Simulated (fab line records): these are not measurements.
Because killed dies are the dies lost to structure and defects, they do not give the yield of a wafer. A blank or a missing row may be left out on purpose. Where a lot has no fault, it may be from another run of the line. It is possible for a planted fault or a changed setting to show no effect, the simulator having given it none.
fab line records + flow n5_finfet
[record]
- lots = 7
- wafers = 39
route steps=1938 shown BEOL_M13@1692 TV_LITHO@1881
start_h: the number of hours between the record's first day and the start of the first shown wafer of the lot + wait_h: hours elapsed since this lot's preceding step + " as in the row above + L1.1+2: one row covering several wafers at once + - no value, or no start given + * or withheld: withheld + < > ~ a bound
route shown NAME@n: NAME is a module with steps in the file, n the number in the route of the first one + usual: mean and standard deviation over wafers with no fault + same: alike in all rows + chamber/n: place in a boat + sites: per-site readings + _std_site: the values' standard deviation + _edge_site: outer sites' mean less inner sites' + radius_mm: how far each site lies from the wafer's centre + mask NAME#n: copy n + behind: the most recent tool/chamber to have shaped the wafer + hold: what put the lot on hold/how long, in hours/how the hold closed + device: names the non-switching transistor (n, p or np) + end of line: the same wafers' tests at the end of the route + for a step that has no rows: nothing shown but its recipe + killed: at the first sort, the dies lost to defects and structure; wafer yield is something else + map: per-die view of a wafer (x killed, . not killed, _ where there is no die)
set.NAME: the setting that was run; set.NAME@STEP: the one run at that earlier step + model.NAME: the simulator's own value behind a step, which no gauge read
lots whose settings were changed on purpose; a table a step, a row a wafer
[[steps]]
[step N5_BEOL_M13_DESCUM_33]
[recipe]
- chemistry = O2
- time_s = 7.9
- source_power_w = 50
- bias_power_w = 20
- pressure_mtorr = 20
- rf_frequency_hz = 2.712e+07
- temp_c = 40
- o2_flow_sccm = 225
| lot.wafer | tool        | chamber | start_h | wait_h | set.time_s | model.coat_of_BEOL_M13_COAT_22.thk_nm |
|-----------|-------------|---------|---------|--------|------------|---------------------------------------|
| L075.1    | rie_diel-06 | 2       | 246.19  | 0.2    | 7.9        | 282.2                                 |
| L075.2    | "           | 3       | "       | "      | 12.38      | 280.4                                 |
| L075.3    | "           | 1       | "       | "      | 12.38      | 279.4                                 |
| L075.4    | "           | 0       | "       | "      | 7.9        | 281.6                                 |
| L075.5    | "           | 1       | "       | "      | 7.9        | 281.2                                 |
| L075.6    | "           | 0       | "       | "      | 12.38      | 279.6                                 |
| L076.1+5  | rie_diel-05 | 1,3     | 252.81  | 0.1    | 4.367      | 283.8                                 |
| L076.2    | "           | 3       | "       | "      | 4.367      | 283.6                                 |
| L076.3    | "           | 2       | "       | "      | 7.9        | 282                                   |
| L076.4    | "           | 0       | "       | "      | 7.9        | 281.2                                 |
| L076.6    | "           | 2       | "       | "      | 7.9        | 281.4                                 |
| L080.1    | rie_diel-06 | 3       | 293.31  | 0.4    | 11.16      | 283                                   |
| L080.2    | "           | 1       | "       | "      | 11.16      | 282.4                                 |
| L080.3+6  | "           | 2,1     | "       | "      | 7.9        | 283.8                                 |
| L080.4    | "           | 2       | "       | "      | 11.16      | 281.8                                 |
| L080.5    | "           | 3       | "       | "      | 7.9        | 284.2                                 |
| L088.1+5  | rie_diel-05 | 2,3     | 328.34  | 0.0    | 7.9        | 282.4                                 |
| L088.2+4  | "           | 0,3     | "       | "      | 3.486      | 284.8                                 |
| L088.3    | "           | 1       | "       | "      | 7.9        | 282.6                                 |
| L088.6    | "           | 2       | "       | "      | 3.486      | 284.4                                 |
| L090.1    | rie_diel-06 | 0       | 344.84  | 0.0    | 5.489      | 284.6                                 |
| L090.2    | "           | 1       | "       | "      | 5.489      | 284.4                                 |
| L090.3    | "           | 2       | "       | "      | 7.9        | 283.8                                 |
| L090.4    | "           | 3       | "       | "      | 7.9        | 283                                   |
| L090.5    | "           | 2       | "       | "      | 7.9        | 283.2                                 |
| L090.6    | "           | 1       | "       | "      | 5.489      | 283.2                                 |
| L091.1+6  | rie_diel-06 | 1       | 345.44  | 0.0    | 6.208      | 283                                   |
| L091.2    | "           | 2       | "       | "      | 6.208      | 282.8                                 |
| L091.3    | "           | 3       | "       | "      | 7.9        | 283.8                                 |
| L091.4    | "           | 0       | "       | "      | 7.9        | 282.4                                 |
| L091.5    | "           | 2       | "       | "      | 7.9        | 282.8                                 |
| L094.1    | rie_diel-05 | 3       | 380.65  | 0.0    | 7.9        | 282.8                                 |
| L094.3    | "           | 0       | "       | "      | 7.9        | 283.4                                 |
| L094.6    | "           | 2       | "       | "      | 7.9        | 282.4                                 |
[step N5_BEOL_M13_ETCH_67]
[recipe]
- chemistry = CF4
- target = SiARC
- target_depth_a = 1430
- time_s = 238.3
- ion_energy_ev = 80
- pressure_mtorr = 40
- source_w = 545
- bias_w = 36
- Ar_flow_sccm = 100
- cf4_flow_sccm = 100
- ends = cleared
| lot.wafer | tool        | chamber | start_h | wait_h | set.time_s@BEOL_M13_DESCUM_33 | model.coat_of_BEOL_M13_COAT_22.thk_nm |
|-----------|-------------|---------|---------|--------|-------------------------------|---------------------------------------|
| L075.1    | rie_diel-06 | 2       | 246.22  | 0.0    | 7.9                           | 210.2                                 |
| L075.2    | "           | 3       | "       | "      | 12.38                         | 208.4                                 |
| L075.3    | "           | 1       | "       | "      | 12.38                         | 207.4                                 |
| L075.4    | "           | 0       | "       | "      | 7.9                           | 209.8                                 |
| L075.5    | "           | 1       | "       | "      | 7.9                           | 209.6                                 |
| L075.6    | "           | 0       | "       | "      | 12.38                         | 208                                   |
| L076.1+2  | rie_diel-05 | 1,3     | 252.84  | 0.0    | 4.367                         | 212.2                                 |
| L076.3    | "           | 2       | "       | "      | 7.9                           | 210.2                                 |
| L076.4+6  | "           | 0,2     | "       | "      | 7.9                           | 210                                   |
| L076.5    | "           | 3       | "       | "      | 4.367                         | 212.4                                 |
| L080.1    | rie_diel-06 | 3       | 293.35  | 0.0    | 11.16                         | 211.6                                 |
| L080.2    | "           | 1       | "       | "      | 11.16                         | 210.8                                 |
| L080.3    | "           | 2       | "       | "      | 7.9                           | 212.4                                 |
| L080.4    | "           | 2       | "       | "      | 11.16                         | 210.4                                 |
| L080.5    | "           | 3       | "       | "      | 7.9                           | 212.8                                 |
| L080.6    | "           | 1       | "       | "      | 7.9                           | 212.6                                 |
| L088.1+5  | rie_diel-05 | 2,3     | 328.38  | 0.0    | 7.9                           | 210.8                                 |
| L088.2    | "           | 0       | "       | "      | 3.486                         | 213.4                                 |
| L088.3    | "           | 1       | "       | "      | 7.9                           | 211                                   |
| L088.4    | "           | 3       | "       | "      | 3.486                         | 213.6                                 |
| L088.6    | "           | 2       | "       | "      | 3.486                         | 212.6                                 |
| L090.1    | rie_diel-06 | 0       | 344.88  | 0.0    | 5.489                         | 213.2                                 |
| L090.2    | "           | 1       | "       | "      | 5.489                         | 213                                   |
| L090.3    | "           | 2       | "       | "      | 7.9                           | 212.2                                 |
| L090.4    | "           | 3       | "       | "      | 7.9                           | 211.4                                 |
| L090.5    | "           | 2       | "       | "      | 7.9                           | 211.8                                 |
| L090.6    | "           | 1       | "       | "      | 5.489                         | 211.8                                 |
| L091.1+6  | rie_diel-06 | 1       | 345.48  | 0.0    | 6.208                         | 211.6                                 |
| L091.2    | "           | 2       | "       | "      | 6.208                         | 211.2                                 |
| L091.3    | "           | 3       | "       | "      | 7.9                           | 212.4                                 |
| L091.4    | "           | 0       | "       | "      | 7.9                           | 211                                   |
| L091.5    | "           | 2       | "       | "      | 7.9                           | 211.2                                 |
| L094.1    | rie_diel-05 | 3       | 380.69  | 0.0    | 7.9                           | 211.4                                 |
| L094.3    | "           | 0       | "       | "      | 7.9                           | 211.8                                 |
| L094.6    | "           | 2       | "       | "      | 7.9                           | 210.8                                 |
[step N5_PASSIVATION_DEVELOP_09]
[recipe]
- develop_time_s = 60
- rinse_liquid = diw
- dry = air_spin
- dev_temp_c = 21
| lot.wafer        | tool           | chamber | start_h | wait_h | set.develop_time_s |
|------------------|----------------|---------|---------|--------|--------------------|
| L075.1+2+3       | litho_track-01 | 0       | -       | -      | 88.47              |
| L075.4+5+6       | "              | 0       | "       | "      | 60                 |
| L076.1+4+6       | litho_track-01 | 0       | -       | -      | 33.54              |
| L076.2+3+5       | "              | 0       | "       | "      | 60                 |
| L080.1+2+3+4+5+6 | litho_track-04 | 0       | -       | -      | 60                 |
| L088.1+5+6       | litho_track-01 | 0       | -       | -      | 60                 |
| L088.2+3+4       | "              | 0       | "       | "      | 72.17              |
| L091.1+2+3       | litho_track-01 | 0       | -       | -      | 60                 |
| L091.4+5+6       | "              | 0       | "       | "      | 90.12              |
| L090.1+2+3       | litho_track-04 | 0       | -       | -      | 60                 |
| L090.4+5+6       | "              | 0       | "       | "      | 25.68              |
| L094.1+3+6       | litho_track-05 | 0       | -       | -      | 60                 |
[step N5_PASSIVATION_HARDBAKE_11]
[recipe]
- temp_c = 130
- time_s = 120
[step N5_PASSIVATION_CD_MEAS_10]
[recipe]
- target_cd_nm = 3000
- landing_energy_ev = 500
- detector = se_inlens
[usual]
- cd_nm = 2999.4/2.1
| lot.wafer | tool      | chamber | start_h | wait_h | set.develop_time_s@PASSIVATION_DEVELOP_09 | cd_nm  |
|-----------|-----------|---------|---------|--------|-------------------------------------------|--------|
| L075.1    | cd_sem-03 | 0       | 271.96  | -      | 88.47                                     | 3010.1 |
| L075.2    | "         | 0       | "       | "      | 88.47                                     | 3008.4 |
| L075.3    | "         | 0       | "       | "      | 88.47                                     | 3008.8 |
| L075.4    | "         | 0       | "       | "      | 60                                        | 2998.7 |
| L075.5    | "         | 0       | "       | "      | 60                                        | 2999.4 |
| L075.6    | "         | 0       | "       | "      | 60                                        | 2999.4 |
| L076.1    | cd_sem-03 | 0       | 277.59  | -      | 33.54                                     | 2986.0 |
| L076.2    | "         | 0       | "       | "      | 60                                        | 2998.9 |
| L076.3    | "         | 0       | "       | "      | 60                                        | 3000.8 |
| L076.4    | "         | 0       | "       | "      | 33.54                                     | 2983.7 |
| L076.5    | "         | 0       | "       | "      | 60                                        | 3001.6 |
| L076.6    | "         | 0       | "       | "      | 33.54                                     | 2984.9 |
| L080.1    | cd_sem-02 | 0       | 319.09  | -      | 60                                        | 3002.8 |
| L080.2    | "         | 0       | "       | "      | 60                                        | 2999.9 |
| L080.3    | "         | 0       | "       | "      | 60                                        | 2997.6 |
| L080.4    | "         | 0       | "       | "      | 60                                        | 3003.3 |
| L080.5    | "         | 0       | "       | "      | 60                                        | 2999.7 |
| L080.6    | "         | 0       | "       | "      | 60                                        | 2998.7 |
| L088.1    | cd_sem-03 | 0       | 360.22  | -      | 60                                        | 2998.6 |
| L088.2    | "         | 0       | "       | "      | 72.17                                     | 3005.6 |
| L088.3    | "         | 0       | "       | "      | 72.17                                     | 3002.7 |
| L088.4    | "         | 0       | "       | "      | 72.17                                     | 3003.0 |
| L088.5    | "         | 0       | "       | "      | 60                                        | 3000.0 |
| L088.6    | "         | 0       | "       | "      | 60                                        | 3000.9 |
| L091.1    | cd_sem-01 | 0       | 371.73  | -      | 60                                        | 2998.5 |
| L091.2    | "         | 0       | "       | "      | 60                                        | 2997.3 |
| L091.3    | "         | 0       | "       | "      | 60                                        | 2999.2 |
| L091.4    | "         | 0       | "       | "      | 90.12                                     | 3008.0 |
| L091.5    | "         | 0       | "       | "      | 90.12                                     | 3007.3 |
| L091.6    | "         | 0       | "       | "      | 90.12                                     | 3008.7 |
| L090.1    | cd_sem-03 | 0       | 371.76  | -      | 60                                        | 3000.1 |
| L090.2    | "         | 0       | "       | "      | 60                                        | 3002.8 |
| L090.3    | "         | 0       | "       | "      | 60                                        | 3000.8 |
| L090.4    | "         | 0       | "       | "      | 25.68                                     | 2981.1 |
| L090.5    | "         | 0       | "       | "      | 25.68                                     | 2985.0 |
| L090.6    | "         | 0       | "       | "      | 25.68                                     | 2983.3 |
| L094.1    | cd_sem-01 | 0       | 402.62  | -      | 60                                        | 2998.2 |
| L094.3    | "         | 0       | "       | "      | 60                                        | 2997.4 |
| L094.6    | "         | 0       | "       | "      | 60                                        | 3001.0 |
[step N5_PASSIVATION_DESCUM_12]
[recipe]
- chemistry = O2
- time_s = 7.9
- source_power_w = 50
- bias_power_w = 20
- pressure_mtorr = 20
- rf_frequency_hz = 2.712e+07
- temp_c = 40
- o2_flow_sccm = 225
| lot.wafer  | tool        | chamber | start_h | wait_h | set.develop_time_s@PASSIVATION_DEVELOP_09 | model.TV_LITHO.cd_nm |
|------------|-------------|---------|---------|--------|-------------------------------------------|----------------------|
| L075.1     | rie_diel-06 | 2       | 272.05  | 0.0    | 88.47                                     | 3010                 |
| L075.2     | "           | 3       | "       | "      | 88.47                                     | 3008                 |
| L075.3     | "           | 0       | "       | "      | 88.47                                     | 3009                 |
| L075.4+5+6 | "           | 1,3,0   | "       | "      | 60                                        | 2999                 |
| L076.1     | rie_diel-03 | 3       | 277.68  | 0.0    | 33.54                                     | 2986                 |
| L076.2     | "           | 2       | "       | "      | 60                                        | 2999                 |
| L076.3     | "           | 1       | "       | "      | 60                                        | 3001                 |
| L076.4     | "           | 2       | "       | "      | 33.54                                     | 2983                 |
| L076.5     | "           | 3       | "       | "      | 60                                        | 3002                 |
| L076.6     | "           | 1       | "       | "      | 33.54                                     | 2985                 |
| L080.1+4   | rie_diel-05 | 1,0     | 319.21  | 0.1    | 60                                        | 3003                 |
| L080.2+5   | "           | 3,1     | "       | "      | 60                                        | 3000                 |
| L080.3     | "           | 0       | "       | "      | 60                                        | 2998                 |
| L080.6     | "           | 3       | "       | "      | 60                                        | 2999                 |
| L088.1     | rie_diel-05 | 0       | 360.47  | 0.2    | 60                                        | 2998                 |
| L088.2     | "           | 2       | "       | "      | 72.17                                     | 3005                 |
| L088.3     | "           | 1       | "       | "      | 72.17                                     | 3003                 |
| L088.4     | "           | 3       | "       | "      | 72.17                                     | 3002                 |
| L088.5     | "           | 2       | "       | "      | 60                                        | 3000                 |
| L088.6     | "           | 1       | "       | "      | 60                                        | 3001                 |
| L091.1     | rie_diel-03 | 1       | 371.83  | 0.1    | 60                                        | 2998                 |
| L091.2     | "           | 3       | "       | "      | 60                                        | 2997                 |
| L091.3     | "           | 2       | "       | "      | 60                                        | 2999                 |
| L091.4+5   | "           | 1,3     | "       | "      | 90.12                                     | 3008                 |
| L091.6     | "           | 2       | "       | "      | 90.12                                     | 3009                 |
| L090.1     | rie_diel-06 | 1       | 372.20  | 0.4    | 60                                        | 3000                 |
| L090.2     | "           | 0       | "       | "      | 60                                        | 3003                 |
| L090.3     | "           | 2       | "       | "      | 60                                        | 3001                 |
| L090.4     | "           | 3       | "       | "      | 25.68                                     | 2981                 |
| L090.5     | "           | 2       | "       | "      | 25.68                                     | 2985                 |
| L090.6     | "           | 3       | "       | "      | 25.68                                     | 2983                 |
| L094.1+3   | rie_diel-03 | 2,1     | 402.71  | 0.0    | 60                                        | 2998                 |
| L094.6     | "           | 2       | "       | "      | 60                                        | 3001                 |
[[key]]
[split]
- step = N5_BEOL_M13_DESCUM_33
- setting = time_s
- stated = 7.9
- by = wafer
[response]
- step = N5_BEOL_M13_DESCUM_33
- reading = model.coat_of_BEOL_M13_COAT_22.thk_nm
- change = -0.036
- per = 1%
- r = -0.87
[response]
- step = N5_BEOL_M13_ETCH_67
- reading = model.coat_of_BEOL_M13_COAT_22.thk_nm
- change = -0.0378
- per = 1%
- r = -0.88
[split]
- step = N5_PASSIVATION_DEVELOP_09
- setting = develop_time_s
- stated = 60
- by = wafer
[response]
- step = N5_PASSIVATION_CD_MEAS_10
- reading = cd_nm
- change = +0.265
- per = 1%
- r = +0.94
[response]
- step = N5_PASSIVATION_DESCUM_12
- reading = model.TV_LITHO.cd_nm
- change = +0.267
- per = 1%
- r = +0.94
